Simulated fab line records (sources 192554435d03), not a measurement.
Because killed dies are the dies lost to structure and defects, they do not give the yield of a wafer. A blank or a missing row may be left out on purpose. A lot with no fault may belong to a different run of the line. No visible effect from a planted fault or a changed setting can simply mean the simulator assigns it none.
Problem report in the 8D (eight disciplines) form, filled by code -- flow n5_finfet -- the parts of the form that need people (team, actions taken, sign-off) are left out

## 1. THE ISSUE
h2_flow_sccm at N5_BEOL_M8_ETCH_72 reads a mean of 219.9 sccm on 6 wafers of 2 lots; wafers without a fault read 200.1 sccm with a standard deviation of 0.58. That is +34 standard deviations from the usual mean.
The step: etches underlayer in N2/H2, target depth 6.5 nm, time 5.2 s.
Seen first at day 13 01:11 on rie_diel-01, wafer L643.1. The record holds 30 wafers of 10 lots with a number at this step. Rule for "out" (also "out of limits"): further than 4 standard deviations from the usual mean. All remaining wafers that have a number are taken as sound.

## 2. WHAT IT IS, WHAT IT ISN'T
question,is,is not
which readings at this step,h2_flow_sccm,"chamber_pressure_mTorr, drypump_motor_current_A, oes_product_au, rf_vpp_V, showerhead_plenum_p_Torr"
which lots,"L643, L646","L628, L629, L633, L634, L636, L638, L650, L651"
which wafers of those lots,all that have a number,-
read on which tools,rie_diel-01,"rie_diel-04, rie_diel-06"
when,from day 13 01:11,"up to then (18 sound wafers); but 6 sound wafers of L650, L651 came after"

## 3. WHAT RULES OUT EACH SUSPECT
Counting: any tool at a process step up to the reading is kept as a suspect provided that every lot that is out went through it and no sound lot did after the first of them.
- rie_diel-01 at N5_BEOL_M8_ETCH_72 (etches underlayer in N2/H2, target depth 6.5 nm, time 5.2 s): kept. It processed each lot that is out, first L643 at day 13 01:11, and no sound lot thereafter; up to then, the last sound lot it processed was L638 at day 11 21:44. Its own h2_flow_sccm readings are out on those wafers.
Left after counting: rie_diel-01 at N5_BEOL_M8_ETCH_72.

## 4. THE CAUSE (what the simulator had put in)
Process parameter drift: rie_diel-01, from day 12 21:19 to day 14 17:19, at N5_BEOL_M8_ETCH_72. Setting h2_flow_sccm, moved by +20, from 200. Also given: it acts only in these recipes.
The count eliminated every tool but this one.

## 5. THE EFFECT CHAIN, in route order
Each row: a reading whose mean over the struck wafers that have a number lies more than 3 standard deviations from the usual. Readings are gone through only where the record gives a usual standard deviation; hours: the median, over the lots, of the time from a lot's start at the first step in this table giving one to that lot's start at this step; sigmas: the change measured in usual standard deviations.
hours,step,reading,usual,on struck wafers,change,sigmas
0,N5_BEOL_M8_ETCH_72,h2_flow_sccm,200.1 sccm,219.9,+19.8,+34
0,N5_BEOL_M8_ETCH_72,throttle_valve_pct,17.84 %,18.43,+0.59,+3.7
It contains these process steps:
- N5_BEOL_M8_ETCH_72: etches underlayer in N2/H2, target depth 6.5 nm, time 5.2 s.

## 6. WHAT WOULD HAVE CAUGHT IT SOONER
In this record no reading fell out of limits until day 13 01:11, 4 hours after the fault had begun at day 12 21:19.
